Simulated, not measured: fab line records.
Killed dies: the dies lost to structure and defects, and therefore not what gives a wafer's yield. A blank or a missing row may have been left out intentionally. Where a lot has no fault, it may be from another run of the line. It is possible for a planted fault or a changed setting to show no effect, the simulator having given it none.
Matching of chambers :: flow n5_finfet :: N5_BEOL_M0_SAQP_MANDREL1_REMOVE_100 on rie_si-06: 4 sister chambers
The step chemistry HBr/Cl2/O2, target a-Si, stops on SiNx, bt time 10 s. 18 wafers are shown with their chamber, then 9 later ones without.

## WAFERS WITH THEIR CHAMBER
wafer: L075.2
chamber: 3
drypump_motor_current_A (A): 5.0
throttle_valve_pct (%): 37.0
oes_product_au (a.u.): 0.982

wafer: L075.4
chamber: 0
drypump_motor_current_A (A): 5.5
throttle_valve_pct (%): 36.8
oes_product_au (a.u.): 1.006

wafer: L075.6
chamber: 1
drypump_motor_current_A (A): 6.0
throttle_valve_pct (%): 36.9
oes_product_au (a.u.): 0.962

wafer: L076.1
chamber: 3
drypump_motor_current_A (A): 5.1
throttle_valve_pct (%): 37.0
oes_product_au (a.u.): 0.974

wafer: L076.2
chamber: 0
drypump_motor_current_A (A): 5.6
throttle_valve_pct (%): 36.8
oes_product_au (a.u.): 0.994

wafer: L076.5
chamber: 3
drypump_motor_current_A (A): 5.1
throttle_valve_pct (%): 37.0
oes_product_au (a.u.): 0.974

wafer: L079.1
chamber: 2
drypump_motor_current_A (A): 4.9
throttle_valve_pct (%): 36.5
oes_product_au (a.u.): 1.009

wafer: L079.2
chamber: 3
drypump_motor_current_A (A): 5.0
throttle_valve_pct (%): 37.0
oes_product_au (a.u.): 0.975

wafer: L079.6
chamber: 3
drypump_motor_current_A (A): 5.1
throttle_valve_pct (%): 37.0
oes_product_au (a.u.): 0.966

wafer: L080.1
chamber: 3
drypump_motor_current_A (A): 5.1
throttle_valve_pct (%): 37.0
oes_product_au (a.u.): 0.970

wafer: L080.3
chamber: 1
drypump_motor_current_A (A): 6.0
throttle_valve_pct (%): 36.9
oes_product_au (a.u.): 0.958

wafer: L080.6
chamber: 1
drypump_motor_current_A (A): 6.0
throttle_valve_pct (%): 36.9
oes_product_au (a.u.): 0.954

wafer: L081.3
chamber: 3
drypump_motor_current_A (A): 5.1
throttle_valve_pct (%): 37.0
oes_product_au (a.u.): 0.979

wafer: L081.4
chamber: 2
drypump_motor_current_A (A): 4.9
throttle_valve_pct (%): 36.5
oes_product_au (a.u.): 1.007

wafer: L081.5
chamber: 2
drypump_motor_current_A (A): 4.9
throttle_valve_pct (%): 36.6
oes_product_au (a.u.): 0.997

wafer: L088.1
chamber: 2
drypump_motor_current_A (A): 4.9
throttle_valve_pct (%): 36.6
oes_product_au (a.u.): 1.021

wafer: L088.2
chamber: 3
drypump_motor_current_A (A): 5.0
throttle_valve_pct (%): 37.0
oes_product_au (a.u.): 0.984

wafer: L088.5
chamber: 3
drypump_motor_current_A (A): 5.1
throttle_valve_pct (%): 37.0
oes_product_au (a.u.): 0.974

SIGNATURES, as means of the wafers listed above
reading: drypump_motor_current_A
chamber 0: 5.550
chamber 1: 6.000
chamber 2: 4.900
chamber 3: 5.067
scatter within a chamber: 0.0423

reading: throttle_valve_pct
chamber 0: 36.800
chamber 1: 36.900
chamber 2: 36.550
chamber 3: 37.000
scatter within a chamber: 0.0267

reading: oes_product_au
chamber 0: 1.00000
chamber 1: 0.95800
chamber 2: 1.00850
chamber 3: 0.97533
scatter within a chamber: 0.00681
Rule: for each reading, subtract the chamber's mean from the wafer's reading, divide by that reading's scatter and square the result; add these up over the readings and take the root, which gives the wafer's distance from the chamber. If the next closest chamber is less than 2 further off than the closest, the wafer can't be placed; otherwise it belongs to the closest. The scatter: the root of (the sum of the squares of (reading less its chamber's mean) over the shown wafers, divided by (wafers less chambers)).

## WAFERS MISSING THEIR CHAMBER
wafer: L092.2
drypump_motor_current_A (A): 4.9
throttle_valve_pct (%): 36.5
oes_product_au (a.u.): 1.013

wafer: L092.5
drypump_motor_current_A (A): 6.0
throttle_valve_pct (%): 36.9
oes_product_au (a.u.): 0.957

wafer: L092.6
drypump_motor_current_A (A): 5.6
throttle_valve_pct (%): 36.8
oes_product_au (a.u.): 0.995

wafer: L093.1
drypump_motor_current_A (A): 4.9
throttle_valve_pct (%): 36.6
oes_product_au (a.u.): 1.026

wafer: L093.4
drypump_motor_current_A (A): 5.0
throttle_valve_pct (%): 37.0
oes_product_au (a.u.): 0.983

wafer: L093.5
drypump_motor_current_A (A): 5.0
throttle_valve_pct (%): 37.0
oes_product_au (a.u.): 0.973

wafer: L097.1
drypump_motor_current_A (A): 5.1
throttle_valve_pct (%): 37.0
oes_product_au (a.u.): 0.972

wafer: L097.2
drypump_motor_current_A (A): 4.9
throttle_valve_pct (%): 36.5
oes_product_au (a.u.): 1.005

wafer: L097.3
drypump_motor_current_A (A): 5.6
throttle_valve_pct (%): 36.8
oes_product_au (a.u.): 0.998

## THE CHAMBER EACH PASSED THROUGH
wafer: L092.2
from the rows above: 2
in truth: 2

wafer: L092.5
from the rows above: 1
in truth: 1

wafer: L092.6
from the rows above: 0
in truth: 0

wafer: L093.1
from the rows above: 2
in truth: 2

wafer: L093.4
from the rows above: 3
in truth: 3

wafer: L093.5
from the rows above: 3
in truth: 3

wafer: L097.1
from the rows above: 3
in truth: 3

wafer: L097.2
from the rows above: 2
in truth: 2

wafer: L097.3
from the rows above: 0
in truth: 0
Correctly placed: 9 of 9. Number that these rows cannot place: 0. Placed wrongly: 0.
